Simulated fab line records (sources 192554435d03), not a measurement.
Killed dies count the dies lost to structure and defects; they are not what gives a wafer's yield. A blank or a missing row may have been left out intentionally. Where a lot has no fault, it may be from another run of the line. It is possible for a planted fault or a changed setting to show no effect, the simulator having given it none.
Chamber matching	flow n5Finfet	N5_MOL_CONTACT_COAG_ETCHBACK_134 on rieDiel-04: 4 sister chambers
The step etches SiO2 in CHF3, target depth 10 nm, time 6.7 s. 8 wafers are shown with their chamber, then 8 later ones without.

## WAFERS PAIRED WITH THEIR CHAMBERS
wafer	chamber	showerheadPlenumPTorr (Torr)	throttleValvePct (%)
L075.4	1	2.47	18.97
L075.6	1	2.47	18.95
L077.6	2	2.33	18.57
L079.4	3	2.26	18.66
L079.6	3	2.26	18.64
L083.1	2	2.33	18.58
L083.5	0	2.27	18.85
L087.1	0	2.26	18.87

## WAFERS WITHOUT THEIR CHAMBER
wafer	showerheadPlenumPTorr (Torr)	throttleValvePct (%)
L087.2	2.46	18.98
L087.6	2.27	18.88
L090.2	2.26	18.70
L090.3	2.46	19.00
L090.4	2.32	18.61
L091.1	2.46	19.00
L091.3	2.25	18.70
L091.4	2.26	18.88

## EACH ONE'S CHAMBER
wafer	from the rows above	in truth
L087.2	1	1
L087.6	0	0
L090.2	3	3
L090.3	1	1
L090.4	2	2
L091.1	1	1
L091.3	3	3
L091.4	0	0
8 of 8 placed correctly. Not placeable from these rows: 0. 0 placed wrongly.
How it was worked out, from the rows above alone: a wafer's distance from a chamber is the root of the sum, over the readings, of the square of ((its reading less the chamber's mean) divided by the reading's scatter). The wafer belongs to the nearest chamber; if the next one is less than 2 further off, it can't be placed. For every chamber, the mean is computed from those of its wafers that are shown. How the scatter is found: for the shown wafers, subtract from each reading the mean of its chamber, square and add these, divide the total by (wafers less chambers), then take the root.
